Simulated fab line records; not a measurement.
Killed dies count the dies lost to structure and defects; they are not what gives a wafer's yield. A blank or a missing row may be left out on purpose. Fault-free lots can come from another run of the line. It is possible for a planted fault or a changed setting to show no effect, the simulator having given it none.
The tool behind it: which one? || flow nandHarc || 13 lots with 39 wafers sampled at 5 steps, on a route of 1302 steps

== WHAT THE GAUGES READ, wafer by wafer ==
NHARC_END_SORT_01. Usual: for defectLimitedYield, 90.6 % with a standard deviation of 2.8; for killedAtArray, 58 with a standard deviation of 20; for killedAtOther, 0.8 with a standard deviation of 1; for killedAtPeriphery, 4.6 with a standard deviation of 2.8; for killedDies, 63 with a standard deviation of 19; for killedOpen, 3.4 with a standard deviation of 2; for killedShort, 2.4 with a standard deviation of 1.8.
{"lot": "L904", "measured": "day 29 08:40", "on": "prober-02", "defectLimitedYield (%)": "83.6 81.1 79.0", "killedAtArray": "102 126 135", "killedAtOther": "0 0 0", "killedAtPeriphery": "9 2 7", "killedDies": "111 128 142", "killedOpen": "3 3 3", "killedShort": "3 3 3", "flag": "OFF"}
{"lot": "L908", "measured": "day 30 21:44", "on": "prober-01", "defectLimitedYield (%)": "77.1 72.4 78.6", "killedAtArray": "152 183 139", "killedAtOther": "1 2 0", "killedAtPeriphery": "2 2 6", "killedDies": "155 187 145", "killedOpen": "4 3 7", "killedShort": "1 1 2", "flag": "OFF"}
{"lot": "L909", "measured": "day 31 06:34", "on": "prober-01", "defectLimitedYield (%)": "89.8 92.8 93.8", "killedAtArray": "67 46 40", "killedAtOther": "1 0 1", "killedAtPeriphery": "1 3 1", "killedDies": "69 49 42", "killedOpen": "3 4 0", "killedShort": "4 0 0", "flag": ""}

== EACH LOT AND THE TOOL THAT RAN IT (in order: tool; ch and the chambers of the sampled wafers; start) ==
{"lot": "L894", "NHARC_A_BONDPAD_PVD_27": "pvdSputter-03, day 23 23:38", "NHARC_THIN_TSV_PRE_CLEAN_50": "pvdSputter-03, day 24 17:46 or earlier", "NHARC_THIN_TSV_CMP_21": "cmp-02 ch 0,1,3, day 24 17:46", "NHARC_THIN_TSV_ETCH_59": "rieMetal-01 ch 0,1, day 24 19:32"}
{"lot": "L893", "NHARC_A_BONDPAD_PVD_27": "pvdSputter-02, day 24 01:55", "NHARC_THIN_TSV_PRE_CLEAN_50": "pvdSputter-01, day 24 18:44 or earlier", "NHARC_THIN_TSV_CMP_21": "cmp-02 ch 0,1,2, day 24 18:44", "NHARC_THIN_TSV_ETCH_59": "rieMetal-02 ch 0,1, day 24 20:37"}
{"lot": "L896", "NHARC_A_BONDPAD_PVD_27": "pvdSputter-03, day 24 03:28", "NHARC_THIN_TSV_PRE_CLEAN_50": "pvdSputter-01, day 24 21:46 or earlier", "NHARC_THIN_TSV_CMP_21": "cmp-03 ch 0,2,3, day 24 21:46", "NHARC_THIN_TSV_ETCH_59": "rieMetal-03 ch 0,1, day 24 23:38"}
{"lot": "L899", "NHARC_A_BONDPAD_PVD_27": "pvdSputter-02, day 25 16:20", "NHARC_THIN_TSV_PRE_CLEAN_50": "pvdSputter-03, day 26 10:41 or earlier", "NHARC_THIN_TSV_CMP_21": "cmp-04 ch 1,2,3, day 26 10:41", "NHARC_THIN_TSV_ETCH_59": "rieMetal-03 ch 0,1, day 26 12:37"}
{"lot": "L900", "NHARC_A_BONDPAD_PVD_27": "pvdSputter-01, day 26 14:11", "NHARC_THIN_TSV_PRE_CLEAN_50": "pvdSputter-02, day 27 08:08 or earlier", "NHARC_THIN_TSV_CMP_21": "cmp-04 ch 0,1, day 27 08:08", "NHARC_THIN_TSV_ETCH_59": "rieMetal-01 ch 0,1, day 27 09:59"}
{"lot": "L901", "NHARC_A_BONDPAD_PVD_27": "pvdSputter-03, day 26 19:19", "NHARC_THIN_TSV_PRE_CLEAN_50": "pvdSputter-02, day 27 13:53 or earlier", "NHARC_THIN_TSV_CMP_21": "cmp-04 ch 1,2,3, day 27 13:53", "NHARC_THIN_TSV_ETCH_59": "rieMetal-03 ch 0,1, day 27 15:49"}
{"lot": "L904", "NHARC_A_BONDPAD_PVD_27": "pvdSputter-03, day 28 04:39", "NHARC_THIN_TSV_PRE_CLEAN_50": "pvdSputter-02, day 28 22:34 or earlier", "NHARC_THIN_TSV_CMP_21": "cmp-04 ch 0,2,3, day 28 22:34", "NHARC_THIN_TSV_ETCH_59": "rieMetal-01 ch 0,1, day 29 00:22"}
{"lot": "L908", "NHARC_A_BONDPAD_PVD_27": "pvdSputter-03, day 29 16:13", "NHARC_THIN_TSV_PRE_CLEAN_50": "pvdSputter-01, day 30 10:16 or earlier", "NHARC_THIN_TSV_CMP_21": "cmp-03 ch 1,2,3, day 30 10:16", "NHARC_THIN_TSV_ETCH_59": "rieMetal-01 ch 0,1, day 30 12:11"}
{"lot": "L909", "NHARC_A_BONDPAD_PVD_27": "pvdSputter-01, day 30 01:37", "NHARC_THIN_TSV_PRE_CLEAN_50": "pvdSputter-03, day 30 19:44 or earlier", "NHARC_THIN_TSV_CMP_21": "cmp-03 ch 1,2,3, day 30 19:44", "NHARC_THIN_TSV_ETCH_59": "rieMetal-01 ch 0,1, day 30 21:31"}
{"lot": "L912", "NHARC_A_BONDPAD_PVD_27": "pvdSputter-02, day 30 21:45", "NHARC_THIN_TSV_PRE_CLEAN_50": "pvdSputter-03, day 31 17:53 or earlier", "NHARC_THIN_TSV_CMP_21": "cmp-04 ch 0,1,2, day 31 17:53", "NHARC_THIN_TSV_ETCH_59": "rieMetal-02 ch 0,1, day 31 19:35"}
{"lot": "L913", "NHARC_A_BONDPAD_PVD_27": "pvdSputter-01, day 30 22:56", "NHARC_THIN_TSV_PRE_CLEAN_50": "pvdSputter-01, day 31 16:04 or earlier", "NHARC_THIN_TSV_CMP_21": "cmp-04 ch 0,1,2, day 31 16:04", "NHARC_THIN_TSV_ETCH_59": "rieMetal-03 ch 0,1, day 31 17:52"}
{"lot": "L916", "NHARC_A_BONDPAD_PVD_27": "pvdSputter-03, day 32 23:26", "NHARC_THIN_TSV_PRE_CLEAN_50": "pvdSputter-03, day 33 19:58 or earlier", "NHARC_THIN_TSV_CMP_21": "cmp-03 ch 2,3, day 33 19:58", "NHARC_THIN_TSV_ETCH_59": "rieMetal-03 ch 1, day 33 21:43"}
{"lot": "L915", "NHARC_A_BONDPAD_PVD_27": "pvdSputter-03, day 33 01:29", "NHARC_THIN_TSV_PRE_CLEAN_50": "pvdSputter-02, day 33 21:17 or earlier", "NHARC_THIN_TSV_CMP_21": "cmp-02 ch 0,1,3, day 33 21:17", "NHARC_THIN_TSV_ETCH_59": "rieMetal-01 ch 0,1, day 33 23:10"}
- NHARC_A_BONDPAD_PVD_27: deposits Cu, target thk 30 nm, time 20.49 s.
- NHARC_THIN_TSV_PRE_CLEAN_50: time 30 s.
- NHARC_THIN_TSV_CMP_21: polishes, t overpolish 30 s, target thk 2000 nm.
- NHARC_THIN_TSV_ETCH_59: etches the open film in Cl2/BCl3, target depth 880 nm, time 138.1 s.

== WHAT THE TOOLS THEMSELVES READ (means of the sampled wafers that have a number; where no wafer has one, the mark that the record gives instead) ==
NHARC_A_BONDPAD_PVD_27. Usual: chamberPressurePa 5.000 Pa, standard deviation 0.0097; throttleValvePct 29.7 %, standard deviation 1.1.
{"lot": "L894", "tool": "pvdSputter-03", "chamberPressurePa (Pa)": 4.999, "throttleValvePct (%)": 29.6, "flag": ""}
{"lot": "L893", "tool": "pvdSputter-02", "chamberPressurePa (Pa)": 5.004, "throttleValvePct (%)": 29.1, "flag": ""}
{"lot": "L896", "tool": "pvdSputter-03", "chamberPressurePa (Pa)": 4.998, "throttleValvePct (%)": 29.0, "flag": ""}
{"lot": "L899", "tool": "pvdSputter-02", "chamberPressurePa (Pa)": 4.994, "throttleValvePct (%)": 29.8, "flag": ""}
{"lot": "L900", "tool": "pvdSputter-01", "chamberPressurePa (Pa)": 5.013, "throttleValvePct (%)": 29.1, "flag": ""}
{"lot": "L901", "tool": "pvdSputter-03", "chamberPressurePa (Pa)": 5.003, "throttleValvePct (%)": 29.5, "flag": ""}
{"lot": "L904", "tool": "pvdSputter-03", "chamberPressurePa (Pa)": 5.004, "throttleValvePct (%)": 30.3, "flag": ""}
{"lot": "L908", "tool": "pvdSputter-03", "chamberPressurePa (Pa)": 5.007, "throttleValvePct (%)": 29.8, "flag": ""}
{"lot": "L909", "tool": "pvdSputter-01", "chamberPressurePa (Pa)": 5.008, "throttleValvePct (%)": 29.6, "flag": ""}
{"lot": "L912", "tool": "pvdSputter-02", "chamberPressurePa (Pa)": 5.013, "throttleValvePct (%)": 29.3, "flag": ""}
{"lot": "L913", "tool": "pvdSputter-01", "chamberPressurePa (Pa)": 4.999, "throttleValvePct (%)": 29.5, "flag": ""}
{"lot": "L916", "tool": "pvdSputter-03", "chamberPressurePa (Pa)": 4.989, "throttleValvePct (%)": 29.3, "flag": ""}
{"lot": "L915", "tool": "pvdSputter-03", "chamberPressurePa (Pa)": 4.999, "throttleValvePct (%)": 30.3, "flag": ""}

NHARC_THIN_TSV_PRE_CLEAN_50. Usual: heaterPowerW reads 410 W (standard deviation 41).
{"lot": "L894", "tool": "pvdSputter-03", "heaterPowerW (W)": 424, "flag": ""}
{"lot": "L893", "tool": "pvdSputter-01", "heaterPowerW (W)": 411, "flag": ""}
{"lot": "L896", "tool": "pvdSputter-01", "heaterPowerW (W)": 402, "flag": ""}
{"lot": "L899", "tool": "pvdSputter-03", "heaterPowerW (W)": 436, "flag": ""}
{"lot": "L900", "tool": "pvdSputter-02", "heaterPowerW (W)": 430, "flag": ""}
{"lot": "L901", "tool": "pvdSputter-02", "heaterPowerW (W)": 382, "flag": ""}
{"lot": "L904", "tool": "pvdSputter-02", "heaterPowerW (W)": 445, "flag": ""}
{"lot": "L908", "tool": "pvdSputter-01", "heaterPowerW (W)": 416, "flag": ""}
{"lot": "L909", "tool": "pvdSputter-03", "heaterPowerW (W)": 435, "flag": ""}
{"lot": "L912", "tool": "pvdSputter-03", "heaterPowerW (W)": 397, "flag": ""}
{"lot": "L913", "tool": "pvdSputter-01", "heaterPowerW (W)": 423, "flag": ""}
{"lot": "L916", "tool": "pvdSputter-03", "heaterPowerW (W)": 380, "flag": ""}
{"lot": "L915", "tool": "pvdSputter-02", "heaterPowerW (W)": 383, "flag": ""}

NHARC_THIN_TSV_CMP_21. Usual: motorCurrentA 11.9 A, standard deviation 1.1; overpolishRunS 29.999 s, standard deviation 0.0086.
{"lot": "L894", "tool": "cmp-02", "motorCurrentA (A)": 12.4, "overpolishRunS (s)": 29.996, "flag": ""}
{"lot": "L893", "tool": "cmp-02", "motorCurrentA (A)": 11.7, "overpolishRunS (s)": 30.005, "flag": ""}
{"lot": "L896", "tool": "cmp-03", "motorCurrentA (A)": 11.4, "overpolishRunS (s)": 29.997, "flag": ""}
{"lot": "L899", "tool": "cmp-04", "motorCurrentA (A)": 11.9, "overpolishRunS (s)": 29.994, "flag": ""}
{"lot": "L900", "tool": "cmp-04", "motorCurrentA (A)": 10.8, "overpolishRunS (s)": 29.996, "flag": ""}
{"lot": "L901", "tool": "cmp-04", "motorCurrentA (A)": 11.9, "overpolishRunS (s)": 30.004, "flag": ""}
{"lot": "L904", "tool": "cmp-04", "motorCurrentA (A)": 12.0, "overpolishRunS (s)": 29.993, "flag": ""}
{"lot": "L908", "tool": "cmp-03", "motorCurrentA (A)": 11.9, "overpolishRunS (s)": 29.996, "flag": ""}
{"lot": "L909", "tool": "cmp-03", "motorCurrentA (A)": 12.0, "overpolishRunS (s)": 29.993, "flag": ""}
{"lot": "L912", "tool": "cmp-04", "motorCurrentA (A)": 11.6, "overpolishRunS (s)": 30.002, "flag": ""}
{"lot": "L913", "tool": "cmp-04", "motorCurrentA (A)": 11.8, "overpolishRunS (s)": 30.008, "flag": ""}
{"lot": "L916", "tool": "cmp-03", "motorCurrentA (A)": 11.5, "overpolishRunS (s)": 29.995, "flag": ""}
{"lot": "L915", "tool": "cmp-02", "motorCurrentA (A)": 13.0, "overpolishRunS (s)": 29.995, "flag": ""}

NHARC_THIN_TSV_ETCH_59. Usual: drypumpMotorCurrentA 5.7 A, standard deviation 0.32; oesProductAu 1.000 a.u., standard deviation 0.01; throttleValvePct 22.264 %, standard deviation 0.0096.
{"lot": "L894", "tool": "rieMetal-01", "drypumpMotorCurrentA (A)": 5.5, "oesProductAu (a.u.)": 1.001, "throttleValvePct (%)": 22.265, "flag": ""}
{"lot": "L893", "tool": "rieMetal-02", "drypumpMotorCurrentA (A)": 5.5, "oesProductAu (a.u.)": 1.005, "throttleValvePct (%)": 22.267, "flag": ""}
{"lot": "L896", "tool": "rieMetal-03", "drypumpMotorCurrentA (A)": 5.9, "oesProductAu (a.u.)": 0.993, "throttleValvePct (%)": 22.265, "flag": ""}
{"lot": "L899", "tool": "rieMetal-03", "drypumpMotorCurrentA (A)": 5.9, "oesProductAu (a.u.)": 0.996, "throttleValvePct (%)": 22.260, "flag": ""}
{"lot": "L900", "tool": "rieMetal-01", "drypumpMotorCurrentA (A)": 5.8, "oesProductAu (a.u.)": 1.007, "throttleValvePct (%)": 22.260, "flag": ""}
{"lot": "L901", "tool": "rieMetal-03", "drypumpMotorCurrentA (A)": 5.9, "oesProductAu (a.u.)": 0.994, "throttleValvePct (%)": 22.259, "flag": ""}
{"lot": "L904", "tool": "rieMetal-01", "drypumpMotorCurrentA (A)": 5.8, "oesProductAu (a.u.)": 1.004, "throttleValvePct (%)": 22.263, "flag": ""}
{"lot": "L908", "tool": "rieMetal-01", "drypumpMotorCurrentA (A)": 5.5, "oesProductAu (a.u.)": 0.994, "throttleValvePct (%)": 22.261, "flag": ""}
{"lot": "L909", "tool": "rieMetal-01", "drypumpMotorCurrentA (A)": 5.5, "oesProductAu (a.u.)": 0.991, "throttleValvePct (%)": 22.255, "flag": ""}
{"lot": "L912", "tool": "rieMetal-02", "drypumpMotorCurrentA (A)": 5.5, "oesProductAu (a.u.)": 1.004, "throttleValvePct (%)": 22.270, "flag": ""}
{"lot": "L913", "tool": "rieMetal-03", "drypumpMotorCurrentA (A)": 5.9, "oesProductAu (a.u.)": 1.002, "throttleValvePct (%)": 22.261, "flag": ""}
{"lot": "L916", "tool": "rieMetal-03", "drypumpMotorCurrentA (A)": 5.9, "oesProductAu (a.u.)": 1.005, "throttleValvePct (%)": 22.262, "flag": ""}
{"lot": "L915", "tool": "rieMetal-01", "drypumpMotorCurrentA (A)": 5.8, "oesProductAu (a.u.)": 0.995, "throttleValvePct (%)": 22.263, "flag": ""}

== THE ANSWER, worked out from the rows above alone ==
Rule: a lot is off if the mean of its wafers that have a number lies more than 3 standard deviations from the usual mean. A lot without any number at a reading at which 4 lots or more have one is off too. Where the step has rows for the other lots, those lots are counted as sound. First the gauges in route order, then the tools' own readings, where a lot's mean is used as printed above. At the first step where some lot is off, the reading lying furthest off is the one used; lots without a number count as furthest.
Off at NHARC_END_SORT_01 (killedDies): L904, L908. Neither off nor sound, because the step has no rows for them: L894, L893, L896, L899, L900, L901, L912, L913, L916, L915.
If a tool, at a process step before that reading, ran all the lots that are off and no sound lot after the first of them, it fits. Those tools and the gauges at NHARC_END_SORT_01 are tried in the same way. With no start given for some of its lots, NHARC_THIN_TSV_PRE_CLEAN_50 uses the hours and lot order of NHARC_THIN_TSV_CMP_21. One candidate fits, namely pvdSputter-03 at NHARC_A_BONDPAD_PVD_27. It ran no sound lot before its first lot that is off in this sample, so the start can't be narrowed down.

== WHAT WAS PUT IN BY THE SIMULATOR ==
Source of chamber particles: pvdSputter-03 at NHARC_A_BONDPAD_PVD_27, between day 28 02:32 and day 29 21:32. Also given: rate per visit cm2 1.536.
Shown lots that were struck: L904, L908. The rule above found the same.
